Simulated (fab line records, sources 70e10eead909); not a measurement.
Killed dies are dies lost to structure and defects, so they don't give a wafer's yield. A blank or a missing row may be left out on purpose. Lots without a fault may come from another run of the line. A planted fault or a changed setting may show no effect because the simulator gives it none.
Chamber matching | flow nand_harc | NHARC_A_M1_PRE_CLEAN_32 on pecvd-01: 3 sister chambers
The step time 12 s. 20 wafers are shown with their chamber, then 10 later ones without.

WAFERS WITH THEIR CHAMBER
wafer  | chamber | heater_power_w (W) | heater_power_outer_w (W)
L074.3 | 2       | 777                | 462
L074.4 | 1       | 617                | 384
L074.5 | 0       | 680                | 410
L078.1 | 2       | 739                | 451
L078.4 | 1       | 556                | 341
L078.6 | 0       | 647                | 381
L080.1 | 2       | 667                | 398
L080.2 | 1       | 646                | 410
L080.3 | 0       | 598                | 351
L081.1 | 1       | 618                | 388
L081.3 | 0       | 649                | 390
L081.5 | 1       | 615                | 392
L083.2 | 0       | 690                | 413
L083.4 | 0       | 690                | 398
L083.5 | 2       | 734                | 458
L083.1 | 1       | 606                | 403
L083.3 | 2       | 746                | 436
L083.6 | 1       | 596                | 385
L084.1 | 2       | 752                | 452
L084.3 | 1       | 649                | 423

SIGNATURES (means of the wafers above)
reading              | chamber 0 | chamber 1 | chamber 2 | scatter within a chamber
heater_power_w       | 659.00    | 612.88    | 735.83    | 33.6
heater_power_outer_w | 390.50    | 390.75    | 442.83    | 23.7
Rule: a wafer's distance from a chamber is the root of the sum, over the readings, of the square of ((its reading less the chamber's mean) divided by the reading's scatter). The wafer belongs to the nearest chamber; if the next one is less than 2 further off, it can't be placed. The scatter: the root of (the sum of the squares of (reading less its chamber's mean) over the shown wafers, divided by (wafers less chambers)).

WAFERS WITHOUT THEIR CHAMBER
wafer  | heater_power_w (W) | heater_power_outer_w (W)
L084.4 | 738                | 444
L085.2 | 619                | 377
L085.3 | 643                | 409
L085.6 | 621                | 370
L087.1 | 637                | 406
L087.3 | 653                | 395
L087.4 | 647                | 412
L095.1 | 696                | 421
L095.3 | 683                | 422
L095.5 | 688                | 418

WHICH CHAMBER EACH WENT THROUGH
wafer  | from the rows above          | in truth
L084.4 | 2                            | 2
L085.2 | can't be placed: 1 or 0      | 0
L085.3 | can't be placed: 0 or 1      | 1
L085.6 | can't be placed: 1 or 0      | 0
L087.1 | can't be placed: 0 or 1      | 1
L087.3 | can't be placed: 0 or 1      | 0
L087.4 | can't be placed: 0 or 1 or 2 | 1
L095.1 | can't be placed: 2 or 0 or 1 | 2
L095.3 | can't be placed: 0 or 2 or 1 | 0
L095.5 | can't be placed: 0 or 2 or 1 | 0
Placed correctly: 1 of 10. Can't be placed from these rows: 9 (the true chamber is among the candidates in 9). Placed wrongly: 0.
